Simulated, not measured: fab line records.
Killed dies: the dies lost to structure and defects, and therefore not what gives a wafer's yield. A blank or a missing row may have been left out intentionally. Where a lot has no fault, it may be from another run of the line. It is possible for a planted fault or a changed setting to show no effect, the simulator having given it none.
Which tool was responsible? :: flow n5-finfet :: 6 lots, 18 wafers sampled, at 3 steps of a route of 1938

== WHAT EACH GAUGE READ, for each wafer ==
N5_PASSIVATION_CD_MEAS_44: the cd target is 40000 nm.
lot: L880
measured: day 13 21:18
on: cd-sem-01
cd-nm (nm): 39995 40000 39996

lot: L884
measured: day 14 21:53
on: cd-sem-02
cd-nm (nm): 39999 40004 39996

lot: L888
measured: day 15 01:26
on: cd-sem-02
cd-nm (nm): 39996 40003 40003

lot: L892
measured: day 16 23:14
on: cd-sem-01
cd-nm (nm): 40000 40003 40000

lot: L898
measured: day 17 22:13
on: cd-sem-01
cd-nm (nm): 40004 40003 39997

lot: L899
measured: day 18 13:28
on: cd-sem-03
cd-nm (nm): 40001 40000 39994

== WHICH TOOL RAN EACH LOT (tool, then ch and the chambers of the sampled wafers, then the start) ==
lot: L880
N5_MIM_TOP_DEGAS_04: pvd-sputter-01, day 13 13:35
N5_PASSIVATION_ETCH_59: rie-metal-02 ch 0,1, day 13 20:07

lot: L884
N5_MIM_TOP_DEGAS_04: pvd-sputter-02, day 14 13:06
N5_PASSIVATION_ETCH_59: rie-metal-02 ch 0,1, day 14 20:37

lot: L888
N5_MIM_TOP_DEGAS_04: pvd-sputter-03, day 14 18:03
N5_PASSIVATION_ETCH_59: rie-metal-02 ch 0,1, day 15 00:07

lot: L892
N5_MIM_TOP_DEGAS_04: pvd-sputter-01, day 16 15:27
N5_PASSIVATION_ETCH_59: rie-metal-02 ch 0,1, day 16 21:56

lot: L898
N5_MIM_TOP_DEGAS_04: pvd-sputter-01, day 17 14:37
N5_PASSIVATION_ETCH_59: rie-metal-03 ch 0,1, day 17 20:55

lot: L899
N5_MIM_TOP_DEGAS_04: pvd-sputter-03, day 18 02:40
N5_PASSIVATION_ETCH_59: rie-metal-03 ch 0,1, day 18 11:54
- N5_MIM_TOP_DEGAS_04: time 60 s.
- N5_PASSIVATION_ETCH_59: etches TaN in Cl2/BCl3, target depth 65 nm, time 34.9 s.

== THE ANSWER, worked out from the rows above alone ==
Rule: what is usual is taken from the lots themselves. The widest of any qualifying gaps counts: lots, ordered by their means at a reading, are off when they make up no more than a third of the lots, leave a main group of 4 or more, and stand apart from it by 3 or more times the standard deviation of that group's means. If all means in a main group match to the digits the tables above print for the reading, that group is not used. A lot without any number at a reading at which 4 lots or more have one is off too. All remaining lots with rows at the step are treated as sound.
None of the lots is off at any reading shown; this tells nothing.

== WHAT THE SIMULATOR PUT IN ==
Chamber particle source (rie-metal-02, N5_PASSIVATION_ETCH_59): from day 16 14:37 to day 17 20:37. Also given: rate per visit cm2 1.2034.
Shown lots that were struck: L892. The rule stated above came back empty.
